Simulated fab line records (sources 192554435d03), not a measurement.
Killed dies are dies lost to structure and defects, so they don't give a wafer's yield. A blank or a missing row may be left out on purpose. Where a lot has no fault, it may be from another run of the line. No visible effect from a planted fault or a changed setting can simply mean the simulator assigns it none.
2 desks, one fault || flow n5_finfet || each desk has only its own numbers; what lay behind them comes last

== METROLOGY DESK ==
What the gauges read for every lot (on any tool): the sampled wafers with a number, averaged. Any lot whose mean is over 4 standard deviations away from the usual mean is out of limits and marked OUT; that distance is given in the brackets. Of its 10 readings 7 are shown: those that lie furthest out on some lot.
Columns: A = DIBL_P at N5_BEOL_M4_RC_MEAS_101, usual 36.7 mV/V; B = IOFF_N at N5_BEOL_M4_RC_MEAS_101, usual 0.16 nA/um; C = IOFF_P at N5_BEOL_M4_RC_MEAS_101, usual 0.22 nA/um; D = ION_N at N5_BEOL_M4_RC_MEAS_101, usual 673 uA/um; E = ION_P at N5_BEOL_M4_RC_MEAS_101, usual 463 uA/um; F = SS_P at N5_BEOL_M4_RC_MEAS_101, usual 73.3 mV/dec; G = VT_P at N5_BEOL_M4_RC_MEAS_101, usual -249 mV
{"lot": "L549", "first seen here": "day 8 03:02", "A": 39.6, "B": 0.20, "C": 0.24, "D": 682, "E": 458, "F": 74.3, "G": -249}
{"lot": "L550", "first seen here": "day 8 05:27", "A": 37.1, "B": 0.15, "C": 0.22, "D": 669, "E": 462, "F": 73.8, "G": -251}
{"lot": "L555", "first seen here": "day 9 14:52", "A": 34.4, "B": 0.14, "C": 0.17, "D": 659, "E": 452, "F": 72.8, "G": -252}
{"lot": "L556", "first seen here": "day 9 20:04", "A": 37.6, "B": 0.19, "C": 0.19, "D": 678, "E": 454, "F": 73.8, "G": -253}
{"lot": "L559", "first seen here": "day 10 17:08", "A": 36.6, "B": 0.17, "C": 0.23, "D": 671, "E": 461, "F": 73.6, "G": -248}
{"lot": "L561", "first seen here": "day 11 02:02", "A": 36.9, "B": 0.17, "C": 0.22, "D": 680, "E": 463, "F": 73.2, "G": -248}
{"lot": "L563", "first seen here": "day 11 07:52", "A": 35.7, "B": 0.16, "C": 0.21, "D": 671, "E": 459, "F": 73.4, "G": -250}
{"lot": "L568", "first seen here": "day 13 14:06", "A": 39.8, "B": 0.18, "C": 0.24, "D": 680, "E": 466, "F": 74.2, "G": -250}
{"lot": "L571", "first seen here": "day 13 20:07", "A": 34.6, "B": 0.14, "C": 0.22, "D": 669, "E": 465, "F": 72.5, "G": -247}
{"lot": "L569", "first seen here": "day 13 23:58", "A": 39.1, "B": 0.22, "C": 0.32, "D": 697, "E": 484, "F": 73.7, "G": -242}
This desk found nothing out of limits on any of the 10 lots.

== THE TOOL OWNER'S DESK: pecvd-02 ==
The tool's own readings at N5_BEOL_M2_ILD_DEP_00 (deposits SiOC from DEMS/O2, target thk 79 nm, time 15.3 s): means of the sampled wafers that have a number, for each lot that ran on this tool. Any lot whose mean is over 4 standard deviations away from the usual mean is out of limits and marked OUT; that distance is given in the brackets.
Columns: A = heater_power_w at N5_BEOL_M2_ILD_DEP_00, usual 510 W; B = showerhead_plenum_p_Torr at N5_BEOL_M2_ILD_DEP_00, usual 5.697 Torr; C = susceptor_temp_C at N5_BEOL_M2_ILD_DEP_00, usual 349.96 C; D = throttle_valve_pct at N5_BEOL_M2_ILD_DEP_00, usual 11.8 %
{"lot": "L549", "first seen here": "day 7 00:35", "A": 464, "B": 5.700, "C": 350.02, "D": 11.5}
{"lot": "L550", "first seen here": "day 7 02:34", "A": 535, "B": 5.702, "C": 350.20, "D": 11.2}
{"lot": "L556", "first seen here": "day 8 11:16", "A": 483, "B": 5.708, "C": "345.11 (-24) OUT", "D": 11.8}
{"lot": "L559", "first seen here": "day 9 09:59", "A": 538, "B": 5.709, "C": "345.09 (-24) OUT", "D": 10.9}
Finding of this desk: L556, L559 out of limits; the first was L556 at day 8 11:16, on susceptor_temp_C at N5_BEOL_M2_ILD_DEP_00. L549, L550: within limits.

== PUT TOGETHER ==
The tool owner's desk could have raised an alarm at day 8 11:16, on L556, L559.
From the metrology desk's view, nothing was out of limits.
The metrology desk holds a record of L556, L559, inside its limits.
All the named lots went through N5_BEOL_M2_ILD_DEP_00 on pecvd-02.

== WHAT THE SIMULATOR HAD INSERTED ==
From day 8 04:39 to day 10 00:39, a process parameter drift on pecvd-02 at N5_BEOL_M2_ILD_DEP_00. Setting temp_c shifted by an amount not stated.
Struck lots among those shown: L556, L559.
Delay in hours, fault start to first out-of-limits reading, by desk: the tool owner's desk at 7.
